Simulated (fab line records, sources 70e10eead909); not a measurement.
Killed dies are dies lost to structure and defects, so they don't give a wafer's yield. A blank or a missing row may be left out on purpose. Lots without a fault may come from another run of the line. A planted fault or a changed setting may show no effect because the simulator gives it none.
Chamber matching | flow nand_harc | NHARC_A_CONTACT_ETCH_90 on rie_diel-05: 4 sister chambers
The step etches the open film in CH3F/O2, target depth 40 nm, time 85.7 s. 39 wafers are shown with their chamber, then 12 later ones without.

WAFERS WITH THEIR CHAMBER
wafer  | chamber | drypump_motor_current_A (A) | showerhead_plenum_p_Torr (Torr) | rf_vpp_V (V)
L074.1 | 2       | 4.8                         | 2.45                            | 244.6
L074.3 | 3       | 5.0                         | 2.43                            | 244.0
L074.5 | 2       | 4.7                         | 2.45                            | 243.5
L078.4 | 2       | 4.8                         | 2.45                            | 245.3
L078.5 | 2       | 4.7                         | 2.45                            | 245.9
L078.6 | 3       | 5.0                         | 2.43                            | 243.5
L077.1 | 1       | 6.1                         | 2.36                            | 242.0
L077.5 | 3       | 5.0                         | 2.43                            | 242.0
L077.6 | 0       | 5.8                         | 2.40                            | 244.6
L079.1 | 0       | 5.8                         | 2.40                            | 244.9
L079.2 | 2       | 4.8                         | 2.45                            | 244.0
L079.3 | 3       | 5.0                         | 2.43                            | 243.3
L081.1 | 2       | 4.8                         | 2.45                            | 245.4
L081.3 | 0       | 5.8                         | 2.39                            | 244.0
L081.4 | 3       | 5.0                         | 2.43                            | 243.0
L083.3 | 2       | 4.8                         | 2.44                            | 243.2
L083.4 | 0       | 5.8                         | 2.39                            | 240.9
L083.6 | 0       | 5.9                         | 2.39                            | 242.6
L082.3 | 0       | 5.8                         | 2.39                            | 243.4
L082.4 | 1       | 6.1                         | 2.36                            | 243.5
L082.6 | 1       | 6.1                         | 2.36                            | 242.0
L084.1 | 1       | 6.1                         | 2.35                            | 243.3
L084.5 | 1       | 6.1                         | 2.35                            | 241.7
L084.6 | 2       | 4.7                         | 2.44                            | 244.4
L087.3 | 3       | 5.0                         | 2.43                            | 243.9
L087.4 | 0       | 5.8                         | 2.39                            | 242.8
L087.5 | 2       | 4.7                         | 2.44                            | 244.3
L088.2 | 3       | 5.0                         | 2.43                            | 243.0
L088.4 | 2       | 4.8                         | 2.44                            | 243.3
L088.6 | 3       | 5.0                         | 2.43                            | 244.2
L086.1 | 3       | 5.0                         | 2.43                            | 244.3
L086.4 | 1       | 6.1                         | 2.35                            | 242.8
L086.6 | 3       | 5.0                         | 2.43                            | 244.4
L091.1 | 2       | 4.8                         | 2.44                            | 243.5
L091.5 | 1       | 6.1                         | 2.35                            | 241.9
L091.6 | 3       | 5.0                         | 2.43                            | 242.3
L089.1 | 2       | 4.7                         | 2.44                            | 244.7
L089.2 | 3       | 5.0                         | 2.43                            | 242.1
L089.4 | 1       | 6.1                         | 2.35                            | 243.4

SIGNATURES (means of the wafers above)
reading                  | chamber 0 | chamber 1 | chamber 2 | chamber 3 | scatter within a chamber
drypump_motor_current_A  | 5.814     | 6.100     | 4.758     | 5.000     | 0.0328
showerhead_plenum_p_Torr | 2.3929    | 2.3537    | 2.4450    | 2.4300    | 0.00424
rf_vpp_V                 | 243.314   | 242.575   | 244.342   | 243.333   | 0.957
Rule: a wafer's distance from a chamber is the root of the sum, over the readings, of the square of ((its reading less the chamber's mean) divided by the reading's scatter). The wafer belongs to the nearest chamber; if the next one is less than 2 further off, it can't be placed. The scatter: the root of (the sum of the squares of (reading less its chamber's mean) over the shown wafers, divided by (wafers less chambers)).

WAFERS WITHOUT THEIR CHAMBER
wafer  | drypump_motor_current_A (A) | showerhead_plenum_p_Torr (Torr) | rf_vpp_V (V)
L090.1 | 5.8                         | 2.39                            | 243.6
L090.2 | 6.1                         | 2.35                            | 242.4
L090.6 | 4.7                         | 2.44                            | 243.9
L092.2 | 6.1                         | 2.35                            | 243.0
L092.3 | 5.0                         | 2.43                            | 245.5
L092.4 | 5.8                         | 2.39                            | 243.0
L094.1 | 5.8                         | 2.39                            | 243.0
L094.2 | 5.0                         | 2.42                            | 243.5
L094.6 | 5.8                         | 2.39                            | 242.8
L097.3 | 5.8                         | 2.39                            | 243.8
L097.4 | 5.0                         | 2.42                            | 244.3
L097.6 | 5.0                         | 2.42                            | 243.3

WHICH CHAMBER EACH WENT THROUGH
wafer  | from the rows above | in truth
L090.1 | 0                   | 0
L090.2 | 1                   | 1
L090.6 | 2                   | 2
L092.2 | 1                   | 1
L092.3 | 3                   | 3
L092.4 | 0                   | 0
L094.1 | 0                   | 0
L094.2 | 3                   | 3
L094.6 | 0                   | 0
L097.3 | 0                   | 0
L097.4 | 3                   | 3
L097.6 | 3                   | 3
Placed correctly: 12 of 12. Can't be placed from these rows: 0. Placed wrongly: 0.
